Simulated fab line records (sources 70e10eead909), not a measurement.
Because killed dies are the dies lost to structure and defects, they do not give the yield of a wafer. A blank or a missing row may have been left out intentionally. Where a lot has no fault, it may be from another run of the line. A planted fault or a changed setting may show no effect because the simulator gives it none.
The tool behind it: which one? -- flow nand_harc -- Sampling: 6 lots, 18 wafers, 5 of 1302 route steps

## WHAT EACH GAUGE READ, for each wafer
NHARC_END_SORT_01.
lot,measured,on,defect_limited_yield (%)
L758,day 24 23:26,prober-01,86.4 90.1 91.0
L773,day 31 20:35,prober-01,90.4 90.3 95.3

## EACH LOT AND THE TOOL THAT RAN IT (in order: tool; ch and the chambers of the sampled wafers; start)
lot,NHARC_A_M1_PRE_CLEAN_32,NHARC_A_BONDPAD_DESCUM_11,NHARC_A_BONDPAD_PRE_CLEAN_26,NHARC_A_BONDPAD_PVD_17
L758,"pecvd-03 ch 1,2, day 23 14:58","rie_diel-06 ch 0,1,2, day 23 17:05","pvd_sputter-03, day 23 18:08 or earlier","pvd_sputter-03, day 23 18:08"
L763,"pecvd-03 ch 0,1,2, day 25 08:44","rie_diel-12 ch 0,2,3, day 25 10:49","pvd_sputter-03, day 25 11:56 or earlier","pvd_sputter-03, day 25 11:56"
L767,"pecvd-03 ch 0,2, day 27 18:17","rie_diel-12 ch 1,2,3, day 27 20:20","pvd_sputter-01, day 27 21:23 or earlier","pvd_sputter-01, day 27 21:23"
L771,"pecvd-03 ch 0,2, day 29 00:48","rie_diel-06 ch 1,2,3, day 29 02:53","pvd_sputter-03, day 29 03:59 or earlier","pvd_sputter-03, day 29 03:59"
L773,"pecvd-04 ch 0,2, day 30 11:34","rie_diel-06 ch 0,1, day 30 13:37","pvd_sputter-01, day 30 14:43 or earlier","pvd_sputter-01, day 30 14:43"
L779,"pecvd-04 ch 1,2, day 32 12:56","rie_diel-06 ch 0,1,3, day 32 15:01","pvd_sputter-03, day 32 16:07 or earlier","pvd_sputter-03, day 32 16:07"
- NHARC_A_M1_PRE_CLEAN_32: time 12 s.
- NHARC_A_BONDPAD_DESCUM_11: chemistry O2, time 3 s.
- NHARC_A_BONDPAD_PRE_CLEAN_26: time 30 s.
- NHARC_A_BONDPAD_PVD_17: deposits TaN, target thk 5 nm, time 8.06 s.

## THE ANSWER, worked out from the rows above alone
Rule: the lots themselves supply what counts as usual. The widest of any qualifying gaps counts: lots, ordered by their means at a reading, are off when they make up no more than a third of the lots, leave a main group of 4 or more, and stand apart from it by 3 or more times the standard deviation of that group's means. A main group is skipped when, at the precision printed for the reading in the tables above, its means are all equal. A lot without any number at a reading at which 4 lots or more have one is off too. The other lots that the step has rows for count as sound.
None of the lots is off at any reading shown; this tells nothing.

## WHAT WAS PUT IN BY THE SIMULATOR
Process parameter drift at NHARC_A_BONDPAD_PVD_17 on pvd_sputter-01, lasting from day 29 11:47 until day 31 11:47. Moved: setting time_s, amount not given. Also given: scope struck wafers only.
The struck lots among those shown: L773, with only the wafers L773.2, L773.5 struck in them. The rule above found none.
